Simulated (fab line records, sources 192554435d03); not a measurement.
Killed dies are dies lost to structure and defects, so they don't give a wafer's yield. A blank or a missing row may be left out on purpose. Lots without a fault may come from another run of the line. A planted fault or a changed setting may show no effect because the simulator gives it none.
Chamber matching | flow n5_finfet | N5_HKMG_FIN_CMP_94 on cmp-04: 4 sister chambers
The step polishes, stops on SiNx, t overpolish 4.7 s, target thk 43.299 nm. 14 wafers are shown with their chamber, then 7 later ones without.

WAFERS WITH THEIR CHAMBER
wafer  | chamber | motor_current_A (A) | platen_rpm (rpm) | edge_zone_pressure_frac
L078.2 | 0       | 12.9                | 50.30            | 0.998
L078.4 | 3       | 12.2                | 50.31            | 1.007
L078.6 | 3       | 12.4                | 50.29            | 0.999
L084.2 | 2       | 11.9                | 50.26            | 1.000
L084.4 | 1       | 12.0                | 50.31            | 1.001
L084.5 | 1       | 11.9                | 50.29            | 1.001
L085.1 | 0       | 12.2                | 50.30            | 0.989
L085.2 | 2       | 11.7                | 50.28            | 0.994
L085.3 | 3       | 12.2                | 50.30            | 0.999
L090.2 | 3       | 12.4                | 50.32            | 0.990
L090.4 | 2       | 11.4                | 50.20            | 1.000
L090.5 | 0       | 13.2                | 50.24            | 0.990
L091.1 | 1       | 12.2                | 50.31            | 1.002
L091.2 | 3       | 12.0                | 50.33            | 0.995

SIGNATURES (means of the wafers above)
reading                 | chamber 0 | chamber 1 | chamber 2 | chamber 3 | scatter within a chamber
motor_current_A         | 12.767    | 12.033    | 11.667    | 12.240    | 0.285
platen_rpm              | 50.2800   | 50.3033   | 50.2467   | 50.3100   | 0.0267
edge_zone_pressure_frac | 0.99233   | 1.00133   | 0.99800   | 0.99800   | 0.00479
Rule: a wafer's distance from a chamber is the root of the sum, over the readings, of the square of ((its reading less the chamber's mean) divided by the reading's scatter). The wafer belongs to the nearest chamber; if the next one is less than 2 further off, it can't be placed. The scatter: the root of (the sum of the squares of (reading less its chamber's mean) over the shown wafers, divided by (wafers less chambers)).

WAFERS WITHOUT THEIR CHAMBER
wafer  | motor_current_A (A) | platen_rpm (rpm) | edge_zone_pressure_frac
L091.4 | 12.7                | 50.29            | 0.994
L093.1 | 12.3                | 50.28            | 1.003
L093.5 | 12.5                | 50.29            | 1.001
L093.6 | 11.3                | 50.25            | 0.997
L095.2 | 12.0                | 50.29            | 0.998
L095.3 | 12.5                | 50.25            | 1.000
L095.5 | 13.0                | 50.23            | 0.999

WHICH CHAMBER EACH WENT THROUGH
wafer  | from the rows above               | in truth
L091.4 | can't be placed: 0 or 3           | 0
L093.1 | can't be placed: 1 or 3 or 2 or 0 | 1
L093.5 | can't be placed: 3 or 1 or 0      | 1
L093.6 | 2                                 | 2
L095.2 | can't be placed: 1 or 3 or 2      | 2
L095.3 | can't be placed: 0 or 3 or 1 or 2 | 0
L095.5 | can't be placed: 0 or 3 or 1      | 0
Placed correctly: 1 of 7. Can't be placed from these rows: 6 (the true chamber is among the candidates in 6). Placed wrongly: 0.
